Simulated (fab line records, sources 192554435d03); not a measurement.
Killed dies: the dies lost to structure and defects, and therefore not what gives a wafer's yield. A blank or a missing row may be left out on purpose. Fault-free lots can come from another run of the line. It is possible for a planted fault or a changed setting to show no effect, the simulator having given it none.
What tool caused it? || flow n5-finfet || 45 wafers from 15 lots sampled at 4 of the route's 1938 steps

== WHAT EACH GAUGE READ, for each wafer ==
Not one reading of a measure or inspect step in the record can be checked against a usual standard deviation.

== WHAT TOOL EACH LOT RAN ON (gives the tool, then ch and the chambers of the sampled wafers, and finally the start) ==
{"lot": "L534", "N5_GATE_CUT_ALD_22": "ald-sin-03 ch 0,2,3, day 4 16:25", "N5_GATE_CUT_CMP_61": "cmp-02 ch 0,1,3, day 4 18:43", "N5_MOL_CONTACT_COAG_PEB_06": "litho-track-04 ch 0, day 4 19:18", "N5_MOL_CONTACT_COAG_ETCH_59": "rie-diel-03 ch 0,1,3, day 4 19:32"}
{"lot": "L535", "N5_GATE_CUT_ALD_22": "ald-sin-03 ch 1,3, day 4 23:46", "N5_GATE_CUT_CMP_61": "cmp-02 ch 1,2,3, day 5 02:04", "N5_MOL_CONTACT_COAG_PEB_06": "litho-track-05 ch 0, day 5 02:39", "N5_MOL_CONTACT_COAG_ETCH_59": "rie-diel-04 ch 2,3, day 5 02:52"}
{"lot": "L536", "N5_GATE_CUT_ALD_22": "ald-sin-04 ch 1,2,3, day 5 05:29", "N5_GATE_CUT_CMP_61": "cmp-01 ch 0,2,3, day 5 07:48", "N5_MOL_CONTACT_COAG_PEB_06": "litho-track-02 ch 0, day 5 08:22", "N5_MOL_CONTACT_COAG_ETCH_59": "rie-diel-04 ch 0,1,2, day 5 08:50"}
{"lot": "L537", "N5_GATE_CUT_ALD_22": "ald-sin-02 ch 0,1,3, day 5 07:57", "N5_GATE_CUT_CMP_61": "cmp-03 ch 0,1,2, day 5 10:16", "N5_MOL_CONTACT_COAG_PEB_06": "litho-track-02 ch 0, day 5 10:42", "N5_MOL_CONTACT_COAG_ETCH_59": "rie-diel-04 ch 1,2,3, day 5 10:56"}
{"lot": "L538", "N5_GATE_CUT_ALD_22": "ald-sin-04 ch 1,2,3, day 5 12:16", "N5_GATE_CUT_CMP_61": "cmp-01 ch 0,1,2, day 5 14:37", "N5_MOL_CONTACT_COAG_PEB_06": "litho-track-02 ch 0, day 5 15:02", "N5_MOL_CONTACT_COAG_ETCH_59": "rie-diel-04 ch 0,1, day 5 15:27"}
{"lot": "L539", "N5_GATE_CUT_ALD_22": "ald-sin-04 ch 0,1, day 5 21:14", "N5_GATE_CUT_CMP_61": "cmp-03 ch 0,2,3, day 5 23:34", "N5_MOL_CONTACT_COAG_PEB_06": "litho-track-05 ch 0, day 5 23:59", "N5_MOL_CONTACT_COAG_ETCH_59": "rie-diel-01 ch 1,2, day 6 00:13"}
{"lot": "L540", "N5_GATE_CUT_ALD_22": "ald-sin-03 ch 0,1,2, day 6 00:56", "N5_GATE_CUT_CMP_61": "cmp-02 ch 1,2,3, day 6 03:16", "N5_MOL_CONTACT_COAG_PEB_06": "litho-track-02 ch 0, day 6 03:49", "N5_MOL_CONTACT_COAG_ETCH_59": "rie-diel-03 ch 1,2,3, day 6 04:03"}
{"lot": "L542", "N5_GATE_CUT_ALD_22": "ald-sin-04 ch 2,3, day 6 17:26", "N5_GATE_CUT_CMP_61": "cmp-03 ch 0,1,3, day 6 19:48", "N5_MOL_CONTACT_COAG_PEB_06": "litho-track-04 ch 0, day 6 20:12", "N5_MOL_CONTACT_COAG_ETCH_59": "rie-diel-03 ch 0,1,2, day 6 20:26"}
{"lot": "L543", "N5_GATE_CUT_ALD_22": "ald-sin-04 ch 0,1,2, day 7 01:05", "N5_GATE_CUT_CMP_61": "cmp-03 ch 0,2,3, day 7 03:22", "N5_MOL_CONTACT_COAG_PEB_06": "litho-track-02 ch 0, day 7 03:58", "N5_MOL_CONTACT_COAG_ETCH_59": "rie-diel-01 ch 0,1,2, day 7 04:11"}
{"lot": "L547", "N5_GATE_CUT_ALD_22": "ald-sin-02 ch 0,1,2, day 7 20:44", "N5_GATE_CUT_CMP_61": "cmp-01 ch 1,2, day 7 23:03", "N5_MOL_CONTACT_COAG_PEB_06": "litho-track-05 ch 0, day 7 23:37", "N5_MOL_CONTACT_COAG_ETCH_59": "rie-diel-03 ch 0,1,3, day 7 23:50"}
{"lot": "L550", "N5_GATE_CUT_ALD_22": "ald-sin-03 ch 1,3, day 8 11:46", "N5_GATE_CUT_CMP_61": "cmp-03 ch 0,1,2, day 8 14:03", "N5_MOL_CONTACT_COAG_PEB_06": "litho-track-02, day 8 14:31", "N5_MOL_CONTACT_COAG_ETCH_59": "rie-diel-01 ch 1,2, day 8 14:44"}
{"lot": "L551", "N5_GATE_CUT_ALD_22": "ald-sin-03 ch 0,2,3, day 8 19:26", "N5_GATE_CUT_CMP_61": "cmp-02 ch 0,2,3, day 8 21:46", "N5_MOL_CONTACT_COAG_PEB_06": "litho-track-02, day 8 22:19", "N5_MOL_CONTACT_COAG_ETCH_59": "rie-diel-01 ch 0,2,3, day 8 22:32"}
{"lot": "L552", "N5_GATE_CUT_ALD_22": "ald-sin-03 ch 0,1,3, day 9 03:00", "N5_GATE_CUT_CMP_61": "cmp-01 ch 0,2, day 9 05:17", "N5_MOL_CONTACT_COAG_PEB_06": "litho-track-05, day 9 05:46", "N5_MOL_CONTACT_COAG_ETCH_59": "rie-diel-04 ch 0,2, day 9 05:59"}
{"lot": "L556", "N5_GATE_CUT_ALD_22": "ald-sin-03 ch 0,2,3, day 10 02:59", "N5_GATE_CUT_CMP_61": "cmp-01 ch 0,2,3, day 10 05:16", "N5_MOL_CONTACT_COAG_PEB_06": "litho-track-02 ch 0, day 10 05:46", "N5_MOL_CONTACT_COAG_ETCH_59": "rie-diel-01 ch 0,1,2, day 10 05:59"}
{"lot": "L557", "N5_GATE_CUT_ALD_22": "ald-sin-02 ch 0,1,2, day 10 06:28", "N5_GATE_CUT_CMP_61": "cmp-03 ch 1,3, day 10 08:46", "N5_MOL_CONTACT_COAG_PEB_06": "litho-track-02 ch 0, day 10 09:21", "N5_MOL_CONTACT_COAG_ETCH_59": "rie-diel-01 ch 0,2, day 10 09:34"}
- N5_GATE_CUT_ALD_22: deposits SiNx, target thk 16 nm, pulse time 1 s, ald cycles 320.
- N5_GATE_CUT_CMP_61: polishes, stops on SiNx, t overpolish 3 s.
- N5_MOL_CONTACT_COAG_PEB_06: peb time 60 s.
- N5_MOL_CONTACT_COAG_ETCH_59: etches underlayer in N2/H2, target depth 13 nm, time 10.4 s.

== WHAT THE TOOLS THEMSELVES READ (means of the sampled wafers that have a number; where no wafer has one, the mark that the record gives instead) ==
N5_GATE_CUT_ALD_22. Usual: heater-power-w 822 W, standard deviation 71; precursor-pulse-height-rel 0.998, standard deviation 0.02.
{"lot": "L534", "tool": "ald-sin-03", "heater-power-w (W)": 841, "precursor-pulse-height-rel": 0.989, "flag": ""}
{"lot": "L535", "tool": "ald-sin-03", "heater-power-w (W)": 812, "precursor-pulse-height-rel": 1.011, "flag": ""}
{"lot": "L536", "tool": "ald-sin-04", "heater-power-w (W)": 850, "precursor-pulse-height-rel": 1.024, "flag": ""}
{"lot": "L537", "tool": "ald-sin-02", "heater-power-w (W)": 829, "precursor-pulse-height-rel": 0.989, "flag": ""}
{"lot": "L538", "tool": "ald-sin-04", "heater-power-w (W)": 847, "precursor-pulse-height-rel": 0.993, "flag": ""}
{"lot": "L539", "tool": "ald-sin-04", "heater-power-w (W)": 785, "precursor-pulse-height-rel": 1.007, "flag": ""}
{"lot": "L540", "tool": "ald-sin-03", "heater-power-w (W)": 845, "precursor-pulse-height-rel": 0.996, "flag": ""}
{"lot": "L542", "tool": "ald-sin-04", "heater-power-w (W)": 854, "precursor-pulse-height-rel": 1.014, "flag": ""}
{"lot": "L543", "tool": "ald-sin-04", "heater-power-w (W)": 800, "precursor-pulse-height-rel": 1.004, "flag": ""}
{"lot": "L547", "tool": "ald-sin-02", "heater-power-w (W)": 820, "precursor-pulse-height-rel": 0.998, "flag": ""}
{"lot": "L550", "tool": "ald-sin-03", "heater-power-w (W)": 793, "precursor-pulse-height-rel": 0.997, "flag": ""}
{"lot": "L551", "tool": "ald-sin-03", "heater-power-w (W)": 840, "precursor-pulse-height-rel": 0.982, "flag": ""}
{"lot": "L552", "tool": "ald-sin-03", "heater-power-w (W)": 857, "precursor-pulse-height-rel": 0.987, "flag": ""}
{"lot": "L556", "tool": "ald-sin-03", "heater-power-w (W)": 834, "precursor-pulse-height-rel": 0.981, "flag": ""}
{"lot": "L557", "tool": "ald-sin-02", "heater-power-w (W)": 839, "precursor-pulse-height-rel": 1.014, "flag": ""}

N5_GATE_CUT_CMP_61. Usual: motor-current-A 11.9 A, standard deviation 1; platen-rpm 27.091 rpm, standard deviation 0.019; retaining-ring-pressure-frac 1.000, standard deviation 0.0051; slurry-flow-ml-min 150.0, standard deviation 0.49.
{"lot": "L534", "tool": "cmp-02", "motor-current-A (A)": 11.0, "platen-rpm (rpm)": 27.094, "retaining-ring-pressure-frac": 0.998, "slurry-flow-ml-min": 150.1, "flag": ""}
{"lot": "L535", "tool": "cmp-02", "motor-current-A (A)": 12.0, "platen-rpm (rpm)": 27.098, "retaining-ring-pressure-frac": 0.997, "slurry-flow-ml-min": 149.6, "flag": ""}
{"lot": "L536", "tool": "cmp-01", "motor-current-A (A)": 11.7, "platen-rpm (rpm)": 27.086, "retaining-ring-pressure-frac": 0.995, "slurry-flow-ml-min": 150.5, "flag": ""}
{"lot": "L537", "tool": "cmp-03", "motor-current-A (A)": 12.4, "platen-rpm (rpm)": 27.095, "retaining-ring-pressure-frac": 1.003, "slurry-flow-ml-min": 149.9, "flag": ""}
{"lot": "L538", "tool": "cmp-01", "motor-current-A (A)": 11.4, "platen-rpm (rpm)": 27.103, "retaining-ring-pressure-frac": 0.999, "slurry-flow-ml-min": 149.7, "flag": ""}
{"lot": "L539", "tool": "cmp-03", "motor-current-A (A)": 11.8, "platen-rpm (rpm)": 27.099, "retaining-ring-pressure-frac": 1.005, "slurry-flow-ml-min": 150.4, "flag": ""}
{"lot": "L540", "tool": "cmp-02", "motor-current-A (A)": 11.9, "platen-rpm (rpm)": 27.092, "retaining-ring-pressure-frac": 1.003, "slurry-flow-ml-min": 150.1, "flag": ""}
{"lot": "L542", "tool": "cmp-03", "motor-current-A (A)": 12.4, "platen-rpm (rpm)": 27.102, "retaining-ring-pressure-frac": 1.001, "slurry-flow-ml-min": 149.7, "flag": ""}
{"lot": "L543", "tool": "cmp-03", "motor-current-A (A)": 11.8, "platen-rpm (rpm)": 27.080, "retaining-ring-pressure-frac": 0.998, "slurry-flow-ml-min": 150.3, "flag": ""}
{"lot": "L547", "tool": "cmp-01", "motor-current-A (A)": 11.3, "platen-rpm (rpm)": 27.086, "retaining-ring-pressure-frac": 0.999, "slurry-flow-ml-min": 149.8, "flag": ""}
{"lot": "L550", "tool": "cmp-03", "motor-current-A (A)": 12.2, "platen-rpm (rpm)": 27.075, "retaining-ring-pressure-frac": 0.999, "slurry-flow-ml-min": 150.3, "flag": ""}
{"lot": "L551", "tool": "cmp-02", "motor-current-A (A)": 11.8, "platen-rpm (rpm)": 27.085, "retaining-ring-pressure-frac": 1.000, "slurry-flow-ml-min": 149.5, "flag": ""}
{"lot": "L552", "tool": "cmp-01", "motor-current-A (A)": 11.3, "platen-rpm (rpm)": 27.090, "retaining-ring-pressure-frac": 0.997, "slurry-flow-ml-min": 150.1, "flag": ""}
{"lot": "L556", "tool": "cmp-01", "motor-current-A (A)": 11.7, "platen-rpm (rpm)": 27.085, "retaining-ring-pressure-frac": 0.997, "slurry-flow-ml-min": 150.0, "flag": ""}
{"lot": "L557", "tool": "cmp-03", "motor-current-A (A)": 13.0, "platen-rpm (rpm)": 27.092, "retaining-ring-pressure-frac": 0.997, "slurry-flow-ml-min": 150.2, "flag": ""}

N5_MOL_CONTACT_COAG_PEB_06. Usual: chill-plate-temp-C 22.99 C, standard deviation 0.11; exhaust-pa 45.1 Pa, standard deviation 0.89; heater-power-total-W 154.0 W, standard deviation 1; resist-line-temp-C 23.00 C, standard deviation 0.1.
{"lot": "L534", "tool": "litho-track-04", "chill-plate-temp-C (C)": 23.07, "exhaust-pa (Pa)": 45.7, "heater-power-total-W (W)": 154.7, "resist-line-temp-C (C)": 22.96, "flag": ""}
{"lot": "L535", "tool": "litho-track-05", "chill-plate-temp-C (C)": 23.13, "exhaust-pa (Pa)": 45.0, "heater-power-total-W (W)": 153.5, "resist-line-temp-C (C)": 23.10, "flag": ""}
{"lot": "L536", "tool": "litho-track-02", "chill-plate-temp-C (C)": 22.94, "exhaust-pa (Pa)": 46.4, "heater-power-total-W (W)": 154.1, "resist-line-temp-C (C)": 23.07, "flag": ""}
{"lot": "L537", "tool": "litho-track-02", "chill-plate-temp-C (C)": 22.95, "exhaust-pa (Pa)": 44.8, "heater-power-total-W (W)": 154.5, "resist-line-temp-C (C)": 22.95, "flag": ""}
{"lot": "L538", "tool": "litho-track-02", "chill-plate-temp-C (C)": 22.92, "exhaust-pa (Pa)": 43.6, "heater-power-total-W (W)": 152.8, "resist-line-temp-C (C)": 23.06, "flag": ""}
{"lot": "L539", "tool": "litho-track-05", "chill-plate-temp-C (C)": 22.79, "exhaust-pa (Pa)": 44.7, "heater-power-total-W (W)": 154.0, "resist-line-temp-C (C)": 22.87, "flag": ""}
{"lot": "L540", "tool": "litho-track-02", "chill-plate-temp-C (C)": 22.94, "exhaust-pa (Pa)": 44.7, "heater-power-total-W (W)": 154.3, "resist-line-temp-C (C)": 23.07, "flag": ""}
{"lot": "L542", "tool": "litho-track-04", "chill-plate-temp-C (C)": 23.11, "exhaust-pa (Pa)": 45.0, "heater-power-total-W (W)": 153.9, "resist-line-temp-C (C)": 22.86, "flag": ""}
{"lot": "L543", "tool": "litho-track-02", "chill-plate-temp-C (C)": 23.17, "exhaust-pa (Pa)": 45.2, "heater-power-total-W (W)": 154.1, "resist-line-temp-C (C)": 23.06, "flag": ""}
{"lot": "L547", "tool": "litho-track-05", "chill-plate-temp-C (C)": 23.03, "exhaust-pa (Pa)": 45.8, "heater-power-total-W (W)": 154.0, "resist-line-temp-C (C)": 22.93, "flag": ""}
{"lot": "L550", "tool": "litho-track-02", "chill-plate-temp-C (C)": "-", "exhaust-pa (Pa)": "-", "heater-power-total-W (W)": "-", "resist-line-temp-C (C)": "-", "flag": "OFF"}
{"lot": "L551", "tool": "litho-track-02", "chill-plate-temp-C (C)": "-", "exhaust-pa (Pa)": "-", "heater-power-total-W (W)": "-", "resist-line-temp-C (C)": "-", "flag": "OFF"}
{"lot": "L552", "tool": "litho-track-05", "chill-plate-temp-C (C)": "-", "exhaust-pa (Pa)": "-", "heater-power-total-W (W)": "-", "resist-line-temp-C (C)": "-", "flag": "OFF"}
{"lot": "L556", "tool": "litho-track-02", "chill-plate-temp-C (C)": 23.04, "exhaust-pa (Pa)": 45.7, "heater-power-total-W (W)": 153.5, "resist-line-temp-C (C)": 23.00, "flag": ""}
{"lot": "L557", "tool": "litho-track-02", "chill-plate-temp-C (C)": 22.86, "exhaust-pa (Pa)": 44.8, "heater-power-total-W (W)": 154.1, "resist-line-temp-C (C)": 22.93, "flag": ""}

N5_MOL_CONTACT_COAG_ETCH_59. Usual: drypump-motor-current-A 5.6 A, standard deviation 0.49; etch-rf-on-time-s 10.34 s, standard deviation 0.19; oes-product-au 0.65 a.u., standard deviation 0.052; rf-vpp-V 524.6 V, standard deviation 2.3; showerhead-plenum-p-Torr 2.57 Torr, standard deviation 0.076; throttle-valve-pct 17.79 %, standard deviation 0.19.
{"lot": "L534", "tool": "rie-diel-03", "drypump-motor-current-A (A)": 5.5, "etch-rf-on-time-s (s)": 10.66, "oes-product-au (a.u.)": 0.65, "rf-vpp-V (V)": 525.5, "showerhead-plenum-p-Torr (Torr)": 2.62, "throttle-valve-pct (%)": 17.65, "flag": ""}
{"lot": "L535", "tool": "rie-diel-04", "drypump-motor-current-A (A)": 6.0, "etch-rf-on-time-s (s)": 10.22, "oes-product-au (a.u.)": 0.63, "rf-vpp-V (V)": 524.9, "showerhead-plenum-p-Torr (Torr)": 2.55, "throttle-valve-pct (%)": 17.66, "flag": ""}
{"lot": "L536", "tool": "rie-diel-04", "drypump-motor-current-A (A)": 6.1, "etch-rf-on-time-s (s)": 10.25, "oes-product-au (a.u.)": 0.68, "rf-vpp-V (V)": 523.8, "showerhead-plenum-p-Torr (Torr)": 2.55, "throttle-valve-pct (%)": 17.84, "flag": ""}
{"lot": "L537", "tool": "rie-diel-04", "drypump-motor-current-A (A)": 6.0, "etch-rf-on-time-s (s)": 10.28, "oes-product-au (a.u.)": 0.67, "rf-vpp-V (V)": 524.5, "showerhead-plenum-p-Torr (Torr)": 2.58, "throttle-valve-pct (%)": 17.74, "flag": ""}
{"lot": "L538", "tool": "rie-diel-04", "drypump-motor-current-A (A)": 6.0, "etch-rf-on-time-s (s)": 10.36, "oes-product-au (a.u.)": 0.72, "rf-vpp-V (V)": 525.2, "showerhead-plenum-p-Torr (Torr)": 2.58, "throttle-valve-pct (%)": 17.93, "flag": ""}
{"lot": "L539", "tool": "rie-diel-01", "drypump-motor-current-A (A)": 5.0, "etch-rf-on-time-s (s)": 10.15, "oes-product-au (a.u.)": 0.62, "rf-vpp-V (V)": 524.2, "showerhead-plenum-p-Torr (Torr)": 2.57, "throttle-valve-pct (%)": 17.92, "flag": ""}
{"lot": "L540", "tool": "rie-diel-03", "drypump-motor-current-A (A)": 5.5, "etch-rf-on-time-s (s)": 10.43, "oes-product-au (a.u.)": 0.64, "rf-vpp-V (V)": 525.2, "showerhead-plenum-p-Torr (Torr)": 2.57, "throttle-valve-pct (%)": 17.70, "flag": ""}
{"lot": "L542", "tool": "rie-diel-03", "drypump-motor-current-A (A)": 5.3, "etch-rf-on-time-s (s)": 10.53, "oes-product-au (a.u.)": 0.67, "rf-vpp-V (V)": 525.3, "showerhead-plenum-p-Torr (Torr)": 2.59, "throttle-valve-pct (%)": 17.56, "flag": ""}
{"lot": "L543", "tool": "rie-diel-01", "drypump-motor-current-A (A)": 5.2, "etch-rf-on-time-s (s)": 10.26, "oes-product-au (a.u.)": 0.62, "rf-vpp-V (V)": 523.0, "showerhead-plenum-p-Torr (Torr)": 2.54, "throttle-valve-pct (%)": 17.87, "flag": ""}
{"lot": "L547", "tool": "rie-diel-03", "drypump-motor-current-A (A)": 5.5, "etch-rf-on-time-s (s)": 10.61, "oes-product-au (a.u.)": 0.64, "rf-vpp-V (V)": 525.8, "showerhead-plenum-p-Torr (Torr)": 2.61, "throttle-valve-pct (%)": 17.69, "flag": ""}
{"lot": "L550", "tool": "rie-diel-01", "drypump-motor-current-A (A)": 5.0, "etch-rf-on-time-s (s)": 10.09, "oes-product-au (a.u.)": 0.61, "rf-vpp-V (V)": 524.0, "showerhead-plenum-p-Torr (Torr)": 2.56, "throttle-valve-pct (%)": 17.96, "flag": ""}
{"lot": "L551", "tool": "rie-diel-01", "drypump-motor-current-A (A)": 5.6, "etch-rf-on-time-s (s)": 10.30, "oes-product-au (a.u.)": 0.66, "rf-vpp-V (V)": 524.0, "showerhead-plenum-p-Torr (Torr)": 2.55, "throttle-valve-pct (%)": 17.76, "flag": ""}
{"lot": "L552", "tool": "rie-diel-04", "drypump-motor-current-A (A)": 6.1, "etch-rf-on-time-s (s)": 10.43, "oes-product-au (a.u.)": 0.61, "rf-vpp-V (V)": 523.0, "showerhead-plenum-p-Torr (Torr)": 2.51, "throttle-valve-pct (%)": 17.81, "flag": ""}
{"lot": "L556", "tool": "rie-diel-01", "drypump-motor-current-A (A)": 5.2, "etch-rf-on-time-s (s)": 10.26, "oes-product-au (a.u.)": 0.62, "rf-vpp-V (V)": 522.9, "showerhead-plenum-p-Torr (Torr)": 2.52, "throttle-valve-pct (%)": 17.93, "flag": ""}
{"lot": "L557", "tool": "rie-diel-01", "drypump-motor-current-A (A)": 5.5, "etch-rf-on-time-s (s)": 10.42, "oes-product-au (a.u.)": 0.62, "rf-vpp-V (V)": 523.1, "showerhead-plenum-p-Torr (Torr)": 2.49, "throttle-valve-pct (%)": 17.85, "flag": ""}

== THE ANSWER, worked out from the rows above alone ==
Rule: lot off if the mean of its wafers having a number is beyond 3 standard deviations from the usual mean. A lot without any number at a reading at which 4 lots or more have one is off too. The other lots that the step has rows for count as sound. Order of review: gauges by route order, followed by the tools' own readings, for which a lot's mean as printed above is used. At the first step where some lot is off, the reading lying furthest off is the one used; lots without a number count as furthest.
Off: L550, L551, L552, at N5_MOL_CONTACT_COAG_PEB_06 (chill-plate-temp-C). Without a number there: L550, L551, L552.
If a tool, at that step or one of the process steps before it, ran each lot that is off and ran no sound lot following the first of them, it fits. No candidate that was tried fits.

== WHAT THE SIMULATOR HAD PUT IN ==
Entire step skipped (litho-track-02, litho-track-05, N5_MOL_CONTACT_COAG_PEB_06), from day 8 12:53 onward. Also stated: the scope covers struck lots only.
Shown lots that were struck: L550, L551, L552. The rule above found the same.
